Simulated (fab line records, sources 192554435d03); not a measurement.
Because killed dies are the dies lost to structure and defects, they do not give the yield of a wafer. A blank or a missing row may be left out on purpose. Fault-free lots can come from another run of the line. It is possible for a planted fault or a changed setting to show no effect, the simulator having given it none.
2 desks looking at one fault | flow n5_finfet | each desk has only its own numbers; what lay behind them comes last

THE TOOL OWNER'S DESK: rie_diel-05
The tool's own readings at N5_BEOL_M12_TRENCH_ETCH_34 (etches SiOC in C4F8/O2/Ar, target depth 318.95 nm, time 125.5 s): means of the sampled wafers that have a number, for each lot that ran on this tool. The brackets show how far a lot's mean lies from the usual mean; more than 4 standard deviations puts the lot out of limits, marked OUT.
Columns: A = drypump_motor_current_A at N5_BEOL_M12_TRENCH_ETCH_34, usual 5.9 A; B = oes_product_au at N5_BEOL_M12_TRENCH_ETCH_34, usual 0.83 a.u.; C = rf_vpp_V at N5_BEOL_M12_TRENCH_ETCH_34, usual 664.0 V; D = showerhead_plenum_p_Torr at N5_BEOL_M12_TRENCH_ETCH_34, usual 3.36 Torr; E = throttle_valve_pct at N5_BEOL_M12_TRENCH_ETCH_34, usual 24.11 %
lot  | first seen here | A   | B    | C     | D    | E
L786 | day 13 02:58    | 6.2 | 0.74 | 665.7 | 3.45 | 24.35
L791 | day 14 16:35    | 5.6 | 0.86 | 664.6 | 3.37 | 23.88
L790 | day 14 21:06    | 6.3 | 0.97 | 667.8 | 3.50 | 24.09
Finding of this desk: none of the 3 lots has anything out of limits.

FROM THE METROLOGY DESK
What the gauges read for every lot (on any tool): the sampled wafers with a number, averaged. The brackets show how far a lot's mean lies from the usual mean; more than 4 standard deviations puts the lot out of limits, marked OUT. Of its 30 readings 7 are shown: those that lie furthest out on some lot.
Columns: A = trench_depth_nm at N5_BEOL_M12_OCD_MEAS_35, usual 321 nm; B = M12_THK at N5_BEOL_M12_THK_MEAS_50, usual 319 nm; C = M12_RS at N5_BEOL_M12_RS_MEAS_54, usual 0.0595 ohm/sq; D = etest_temp_c at N5_BEOL_M15_RC_MEAS_101, usual 25.01 C; E = COMB_M15 at N5_BEOL_M15_RC_MEAS_101, usual 2.1e-12 S/m; F = COMB_M9 at N5_BEOL_M15_RC_MEAS_101, usual 1.4e-11 S/m; G = SERP_M5 at N5_BEOL_M15_RC_MEAS_101, usual 39.2 ohm/um
lot  | first seen here | A   | B   | C      | D     | E       | F       | G
L786 | day 13 02:31    | 320 | 318 | 0.0594 | 24.83 | 2.0e-12 | 1.3e-11 | 38.2
L791 | day 14 16:10    | 322 | 323 | 0.0596 | 25.00 | 1.6e-12 | 1.7e-11 | 41.0
L790 | day 14 20:40    | 334 | 329 | 0.0573 | 25.09 | 1.9e-12 | 1.1e-11 | 42.8
L798 | day 16 13:26    | 318 | 319 | 0.0601 | 24.96 | 3.6e-12 | 1.3e-11 | 38.6
L799 | day 16 14:09    | 323 | 322 | 0.0594 | 24.99 | 3.5e-12 | 1.4e-11 | 38.2
L800 | day 17 05:10    | 320 | 318 | 0.0598 | 24.98 | 1.5e-12 | 8.3e-12 | 37.0
Finding of this desk: none of the 6 lots has anything out of limits.

ALL TOGETHER
The desk of the tool owner found nothing out of limits.
The metrology desk saw nothing out of limits.

WHAT THE SIMULATOR HAD INSERTED
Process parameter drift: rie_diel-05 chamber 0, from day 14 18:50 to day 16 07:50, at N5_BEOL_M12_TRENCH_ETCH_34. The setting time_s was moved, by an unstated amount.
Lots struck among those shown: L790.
